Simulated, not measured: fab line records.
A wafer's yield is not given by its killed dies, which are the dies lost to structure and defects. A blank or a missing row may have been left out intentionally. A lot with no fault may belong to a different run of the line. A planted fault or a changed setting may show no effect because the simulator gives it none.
fab line records ; flow n5-finfet
record lots=10; wafers=28; last-day=18
route steps=1938 shown BEOL_M13@1659
lots that met no fault: from a run of the same line without faults
start-h: start of the lot's first displayed wafer, in hours after the record's first day ; wait-h: hours since the lot's step before ; " same as the row above ; L1.1+2: several wafers, shown together as one row ; - no value, or no start was given ; * or withheld: withheld ; < > ~ a bound
route shown NAME@n: NAME is a module with steps in the file, n the number in the route of the first one ; usual: average and standard deviation across the fault-free wafers ; same: alike in all rows ; chamber/n: place in a boat ; sites: the reading at each site ; _std_site: how widely they spread, as a standard deviation ; _edge_site: inner sites' mean taken away from outer sites' mean ; radius-mm: for every site, how far away it sits from the centre of the wafer ; mask NAME#n: copy n ; behind: tool/chamber where the wafer was last shaped ; hold: what put the lot on hold/how long, in hours/how the hold closed ; device: the transistor (n, p or np) that didn't switch ; end of line: tests of these same wafers at the route's end ; a step given without rows: its recipe and nothing more ; killed: dies that structure and defects cost at the first sort, which is not the same as the wafer's yield ; map: the dies of a wafer, with x for killed, . for not killed, _ for no die there
set.NAME: the setting that was run; set.NAME@STEP: the one run at that earlier step ; model.NAME: the simulator's own value behind a step, which no gauge read
route steps across a sampled set of lots; one table per step, one row per wafer
services: the hour from which a tool's chamber was out of use, counted from the record's first day as start-h (under 0 if before that day), plus the number of hours and why
## steps
# step N5_BEOL_M13_ILD_DEP_00
# recipe material=SiOC; target-thk-a=8379.2; temp-c=350; precursor=DEMS/O2; pressure-torr=5; rf-w=500; time-s=166.4
# usual heater-power-w=514/100; showerhead-plenum-p-Torr=5.694/0.017; throttle-valve-pct=11.8/0.78
lot.wafer;tool;chamber;start-h;wait-h;heater-power-w;showerhead-plenum-p-Torr;since-wet-clean-h;throttle-valve-pct
L575.1;pecvd-03;2;241.54;0.0;647;5.667;373;11.7
L575.4;pecvd-03;0;241.54;0.0;505;5.693;-;12.7
L575.5;pecvd-03;1;241.54;0.0;498;5.688;-;11.7
L576.2;pecvd-04;0;243.09;0.0;334;5.671;766;11.6
L576.4;pecvd-04;0;243.09;0.0;365;5.694;-;11.4
L576.6;pecvd-04;1;243.09;0.0;263;5.673;-;12.2
L578.1;pecvd-03;1;258.93;0.0;479;5.719;1869;11.7
L578.2;pecvd-03;2;258.93;0.0;568;5.669;390;12.1
L578.5;pecvd-03;2;258.93;0.0;614;5.668;-;12.0
L583.2;pecvd-01;2;281.04;0.0;626;5.703;593;11.7
L583.6;pecvd-01;1;281.04;0.0;546;5.696;-;11.5
L585.2;pecvd-01;1;299.46;0.0;569;5.668;2091;11.3
L585.5;pecvd-01;0;299.46;0.0;488;5.696;-;13.1
L588.1;pecvd-03;0;313.09;0.0;537;5.699;1198;12.8
L588.3;pecvd-03;1;313.09;0.0;516;5.705;1923;11.5
L588.6;pecvd-03;2;313.09;0.0;670;5.679;-;11.9
L595.1;pecvd-04;1;355.03;0.0;298;5.683;1603;12.2
L595.5;pecvd-04;2;355.03;0.0;500;5.710;-;10.7
L595.6;pecvd-04;1;355.03;0.0;326;5.676;-;11.9
L593.1;pecvd-03;0;355.48;0.0;522;5.690;1241;12.8
L593.2;pecvd-03;1;355.48;0.0;500;5.706;1966;11.8
L593.4;pecvd-03;1;355.48;0.0;397;5.707;-;11.8
L596.3;pecvd-01;2;356.31;0.0;610;5.717;669;11.6
L596.4;pecvd-01;2;356.31;0.0;634;5.706;-;11.6
L596.6;pecvd-01;1;356.31;0.0;549;5.690;-;11.7
L598.1;pecvd-01;0;386.16;0.0;501;5.705;1453;13.0
L598.3;pecvd-01;2;386.16;0.0;604;5.702;-;11.9
L598.5;pecvd-01;0;386.16;0.0;581;5.721;-;13.0
# step N5_BEOL_M13_OVL_MEAS_11
# recipe points-per-wafer=44
# usual V12_OVL=-1/5
lot.wafer;tool;chamber;start-h;wait-h;V12_OVL[nm]
L575.1;overlay-02;0;242.03;0.0;4
L575.4;overlay-02;0;242.03;0.0;4
L575.5;overlay-02;0;242.03;0.0;3
L576.2;overlay-01;0;243.57;0.0;-2
L576.4;overlay-01;0;243.57;0.0;-1
L576.6;overlay-01;0;243.57;0.0;-5
L578.1;overlay-01;0;259.54;0.0;1
L578.2;overlay-01;0;259.54;0.0;-6
L578.5;overlay-01;0;259.54;0.0;3
L583.2;overlay-02;0;281.52;0.0;-7
L583.6;overlay-02;0;281.52;0.0;-1
L585.2;overlay-01;0;300.07;0.0;-1
L585.5;overlay-01;0;300.07;0.0;4
L588.1;overlay-02;0;313.57;0.0;2
L588.3;overlay-02;0;313.57;0.0;0
L588.6;overlay-02;0;313.57;0.0;-5
L595.1;overlay-02;0;355.51;0.0;-8
L595.5;overlay-02;0;355.51;0.0;-3
L595.6;overlay-02;0;355.51;0.0;-5
L593.1;overlay-02;0;356.09;0.0;-3
L593.2;overlay-02;0;356.09;0.0;-10
L593.4;overlay-02;0;356.09;0.0;-7
L596.3;overlay-02;0;356.79;0.0;-9
L596.4;overlay-02;0;356.79;0.0;-13
L596.6;overlay-02;0;356.79;0.0;-19
L598.1;overlay-01;0;386.83;0.0;1
L598.3;overlay-01;0;386.83;0.0;0
L598.5;overlay-01;0;386.83;0.0;6
# step N5_BEOL_M13_DESCUM_15
# recipe chemistry=O2; time-s=7.9; source-power-w=50; bias-power-w=20; pressure-mtorr=20; rf-frequency-hz=2.712e+07; temp-c=40; o2-flow-sccm=225
# usual drypump-motor-current-A=5.8/0.41; o2-flow-sccm=224.9/0.65; oes-product-au=0.79/0.1; rf-vpp-V=242.6/1.3; showerhead-plenum-p-Torr=2.06/0.064; throttle-valve-pct=20.37/0.26
lot.wafer;tool;chamber;start-h;wait-h;drypump-motor-current-A;o2-flow-sccm;oes-product-au;rf-hours-counter-h;rf-vpp-V;showerhead-plenum-p-Torr;throttle-valve-pct
L575.1;rie-diel-04;3;242.09;0.0;5.8;224.1;0.70;234;243.4;2.06;20.66
L575.4;rie-diel-04;0;242.09;0.0;5.6;224.8;0.68;222;245.1;2.07;20.76
L575.5;rie-diel-04;2;242.09;0.0;5.7;222.8;0.92;-;241.6;2.05;20.25
L576.2;rie-diel-03;0;244.11;0.5;6.1;226.2;0.75;197;240.5;2.00;20.62
L576.4;rie-diel-03;3;244.11;0.5;6.2;224.2;0.78;124;240.9;2.02;20.46
L576.6;rie-diel-03;1;244.11;0.5;4.7;224.8;0.94;-;243.6;2.13;20.12
L578.1;rie-diel-04;2;259.60;0.0;5.7;225.3;0.92;17;242.6;2.04;20.24
L578.2;rie-diel-04;1;259.60;0.0;6.1;225.5;0.73;183;244.2;2.17;20.34
L578.5;rie-diel-04;1;259.60;0.0;6.1;225.6;0.74;-;245.5;2.17;20.31
L583.2;rie-diel-04;0;282.15;0.6;5.6;224.9;0.67;237;242.7;2.06;20.78
L583.6;rie-diel-04;1;282.15;0.6;6.1;224.5;0.73;-;244.3;2.17;20.35
L585.2;rie-diel-04;1;300.13;0.0;6.1;224.3;0.72;200;244.4;2.16;20.34
L585.5;rie-diel-04;0;300.13;0.0;5.6;224.9;0.67;-;242.1;2.06;20.81
L588.1;rie-diel-02;0;313.63;0.0;5.7;224.6;0.72;182;244.0;2.08;20.68
L588.3;rie-diel-02;3;313.63;0.0;6.3;225.3;0.88;34;243.3;2.12;19.87
L588.6;rie-diel-02;3;313.63;0.0;6.3;225.0;0.88;-;242.6;2.12;19.87
L595.1;rie-diel-02;2;355.57;0.0;5.2;225.4;0.87;51;240.9;2.05;20.05
L595.5;rie-diel-02;3;355.57;0.0;6.3;224.6;0.85;-;242.5;2.12;19.89
L595.6;rie-diel-02;2;355.57;0.0;5.2;225.9;0.86;-;243.4;2.05;20.03
L593.1;rie-diel-03;3;356.15;0.0;6.2;226.2;0.73;159;240.9;2.00;20.52
L593.2;rie-diel-03;0;356.15;0.0;6.1;224.8;0.72;233;241.3;1.98;20.68
L593.4;rie-diel-03;2;356.15;0.0;6.2;224.3;0.69;222;241.5;1.98;20.42
L596.3;rie-diel-03;1;356.85;0.0;4.7;224.0;0.87;54;242.7;2.12;20.19
L596.4;rie-diel-03;2;356.85;0.0;6.2;225.0;0.70;222;241.9;1.98;20.44
L596.6;rie-diel-03;0;356.85;0.0;6.1;223.8;0.71;-;241.2;1.98;20.67
L598.1;rie-diel-04;1;386.89;0.0;6.1;224.8;0.71;226;244.4;2.15;20.39
L598.3;rie-diel-04;2;386.89;0.0;5.7;224.2;0.84;63;242.3;2.03;20.32
L598.5;rie-diel-04;1;386.89;0.0;6.1;224.9;0.71;-;244.2;2.15;20.39
# step N5_BEOL_M13_ETCH_59
# recipe chemistry=N2/H2; target=BARC; target-depth-a=890; overetch-a=267; time-s=67.9; ion-energy-ev=200; pressure-mtorr=30; source-w=840; bias-w=150; n2-flow-sccm=200; h2-flow-sccm=200
# usual bias-w=150.0/0.39; drypump-motor-current-A=5.8/0.42; oes-product-au=0.68/0.082; rf-vpp-V=522.8/2.4; run-length-s=91.3/0.41; showerhead-plenum-p-Torr=2.50/0.08; throttle-valve-pct=17.84/0.26
lot.wafer;tool;chamber;start-h;wait-h;bias-w;drypump-motor-current-A;oes-product-au;rf-hours-counter-h;rf-vpp-V;run-length-s;showerhead-plenum-p-Torr;throttle-valve-pct
L575.1;rie-diel-04;3;242.12;0.0;149.5;5.8;0.61;234;523.6;91.2;2.51;18.14
L575.4;rie-diel-04;0;242.12;0.0;150.7;5.6;0.59;222;523.5;90.9;2.51;18.19
L575.5;rie-diel-04;2;242.12;0.0;150.2;5.7;0.81;-;522.6;91.6;2.49;17.69
L576.2;rie-diel-03;0;244.15;0.0;149.4;6.1;0.63;197;520.6;90.8;2.42;17.91
L576.4;rie-diel-03;3;244.15;0.0;149.6;6.2;0.67;124;521.3;90.5;2.45;17.90
L576.6;rie-diel-03;1;244.15;0.0;150.6;4.7;0.80;-;524.3;91.2;2.59;17.53
L578.1;rie-diel-04;2;259.63;0.0;150.8;5.7;0.79;17;523.3;91.6;2.49;17.71
L578.2;rie-diel-04;1;259.63;0.0;149.6;6.1;0.63;183;526.8;91.3;2.64;17.85
L578.5;rie-diel-04;1;259.63;0.0;149.9;6.1;0.63;-;525.1;91.2;2.64;17.85
L583.2;rie-diel-04;0;282.19;0.0;-;5.6;0.66;237;521.4;82.2;2.51;18.25
L583.6;rie-diel-04;1;282.19;0.0;-;6.1;0.72;-;525.6;83.1;2.64;17.88
L585.2;rie-diel-04;1;300.17;0.0;-;6.1;0.71;200;527.3;82.6;2.63;17.90
L585.5;rie-diel-04;0;300.17;0.0;150.0;5.6;0.57;-;522.3;90.8;2.50;18.23
L588.1;rie-diel-02;0;313.66;0.0;150.2;5.7;0.61;182;524.8;91.2;2.53;18.17
L588.3;rie-diel-02;3;313.66;0.0;149.8;6.3;0.75;34;526.8;92.0;2.59;17.49
L588.6;rie-diel-02;3;313.66;0.0;150.0;6.3;0.74;-;524.5;91.7;2.59;17.47
L595.1;rie-diel-02;2;355.60;0.0;150.5;5.2;0.72;51;521.5;91.8;2.47;17.35
L595.5;rie-diel-02;3;355.60;0.0;150.1;6.2;0.72;-;525.7;91.9;2.59;17.51
L595.6;rie-diel-02;2;355.60;0.0;150.8;5.1;0.73;-;521.5;92.0;2.47;17.35
L593.1;rie-diel-03;3;356.18;0.0;150.3;6.2;0.64;159;521.0;90.7;2.43;17.97
L593.2;rie-diel-03;0;356.18;0.0;150.3;6.1;0.61;233;519.8;90.7;2.40;17.97
L593.4;rie-diel-03;2;356.18;0.0;150.1;6.2;0.59;222;520.0;91.0;2.42;18.08
L596.3;rie-diel-03;1;356.88;0.0;150.6;4.7;0.75;54;525.5;91.5;2.57;17.60
L596.4;rie-diel-03;2;356.88;0.0;149.5;6.2;0.59;222;519.7;91.2;2.42;18.07
L596.6;rie-diel-03;0;356.88;0.0;149.9;6.0;0.61;-;519.9;90.9;2.40;17.98
L598.1;rie-diel-04;1;386.92;0.0;150.8;6.1;0.61;226;525.8;91.2;2.62;17.92
L598.3;rie-diel-04;2;386.92;0.0;150.3;5.7;0.71;63;522.2;91.3;2.47;17.79
L598.5;rie-diel-04;1;386.92;0.0;150.5;6.1;0.61;-;527.8;91.5;2.62;17.92
# step N5_BEOL_M13_STRIP_63
# recipe chemistry=N2/H2; power-w=1000; temp-c=250; h2-frac=0.65; overash-fraction=0.3; pressure-mtorr=1000; n2-flow-sccm=1750; h2-flow-sccm=3250
# usual drypump-motor-current-A=5.2/0.47; heater-power-w=334/52; oes-product-au=0.674/0.0051; strip-time-to-endpoint-s=27.9/0.98
lot.wafer;tool;chamber;start-h;wait-h;drypump-motor-current-A;heater-power-w;oes-product-au;rf-hours-counter-h;strip-time-to-endpoint-s
L575.1;plasma-asher-01;0;242.41;-;5.1;326;0.665;67;27.4
L575.4;plasma-asher-01;1;242.41;-;4.7;379;0.671;-;26.1
L575.5;plasma-asher-01;1;242.41;-;4.7;379;0.676;-;26.0
L576.2;plasma-asher-01;0;244.75;-;5.1;334;0.678;69;28.9
L576.4;plasma-asher-01;1;244.75;-;4.7;370;0.674;-;28.5
L576.6;plasma-asher-01;1;244.75;-;4.7;384;0.678;-;28.1
L578.1;plasma-asher-02;0;259.92;-;5.7;378;0.674;119;28.6
L578.2;plasma-asher-02;1;259.92;-;6.0;229;0.673;119;28.5
L578.5;plasma-asher-02;0;259.92;-;5.7;374;0.675;-;26.7
L583.2;plasma-asher-01;1;282.48;-;4.7;375;0.689;78;31.5
L583.6;plasma-asher-01;0;282.48;-;5.1;323;0.676;-;30.0
L585.2;plasma-asher-02;0;300.45;-;5.7;378;0.674;127;31.5
L585.5;plasma-asher-02;1;300.45;-;6.0;223;0.675;-;28.4
L588.1;plasma-asher-01;0;313.97;-;5.1;323;0.670;84;30.0
L588.3;plasma-asher-01;1;313.97;-;4.7;378;0.681;-;29.9
L588.6;plasma-asher-01;1;313.97;-;4.7;375;0.678;-;28.8
L595.1;plasma-asher-01;0;355.89;-;5.1;327;0.676;91;27.6
L595.5;plasma-asher-01;0;355.89;-;5.1;328;0.675;-;27.3
L595.6;plasma-asher-01;1;355.89;-;4.7;376;0.669;-;27.2
L593.1;plasma-asher-01;0;356.47;-;5.1;336;0.687;91;29.6
L593.2;plasma-asher-01;1;356.47;-;4.7;375;0.669;91;28.0
L593.4;plasma-asher-01;1;356.47;-;4.7;369;0.676;-;28.0
L596.3;plasma-asher-01;1;357.19;-;4.7;373;0.673;-;27.4
L596.4;plasma-asher-01;0;357.19;-;5.1;333;0.673;-;27.0
L596.6;plasma-asher-01;0;357.19;-;5.1;327;0.679;-;27.2
L598.1;plasma-asher-01;1;387.26;-;4.7;380;0.672;97;28.5
L598.3;plasma-asher-01;1;387.26;-;4.7;373;0.669;-;27.3
L598.5;plasma-asher-01;1;387.26;-;4.7;375;0.669;-;27.1
## services
tool;chamber;start-h;hours;kind
plasma-asher-02;-;227.36;28.1;pm
pecvd-01;1;228.15;2.1;scheduled-down
rie-diel-04;2;250.08;2.5;repair
rie-diel-04;3;257.50;8.1;repair
pecvd-04;0;258.64;22.5;repair
pecvd-03;2;267.62;5.0;scheduled-down
rie-diel-02;-;270.26;14.6;pm
pecvd-03;1;278.08;2.1;scheduled-down
pecvd-01;1;284.50;5.5;scheduled-down
rie-diel-02;-;289.47;0.3;repair
pecvd-04;0;298.85;17.7;repair
rie-diel-04;3;298.96;-;clean
rie-diel-04;3;298.96;-;consumable-replace:focus-ring
rie-diel-04;3;298.96;20.0;scheduled-down
rie-diel-04;3;298.96;20.0;vent-cycle
plasma-asher-01;-;300.02;1.0;repair
rie-diel-04;0;318.99;-;clean
rie-diel-04;0;318.99;-;consumable-replace:focus-ring
rie-diel-04;0;318.99;15.8;scheduled-down
rie-diel-04;0;318.99;15.8;vent-cycle
pecvd-04;-;321.96;2.3;repair
pecvd-03;2;328.02;2.1;scheduled-down
plasma-asher-01;-;346.36;2.7;repair
pecvd-03;-;347.35;0.7;repair
## key
first-sign step=N5_BEOL_M13_ETCH_59; reading=run-length-s; direction=down; sigmas=21; usual=*; struck=*
effect step=N5_BEOL_M13_STRIP_63; reading=strip-time-to-endpoint-s; direction=up; sigmas=3.1; usual=*; struck=*
met-at N5_BEOL_M13_ETCH_59
struck-lots L583,L585
struck-wafers L583.2,L583.6,L585.2
not-acting-at N5_BEOL_M13_ILD_DEP_00,N5_BEOL_M13_OVL_MEAS_11,N5_BEOL_M13_DESCUM_15
onset-between 259.63 282.19
fault kind=process-parameter-drift; tool=rie-diel-04; chamber=-; onset-h=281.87; steps=N5_BEOL_M13_ETCH_59; channel=time-s; offset=*; shape=step; end-h=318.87; scope=struck-wafers-only; acts-in=*; stated=*
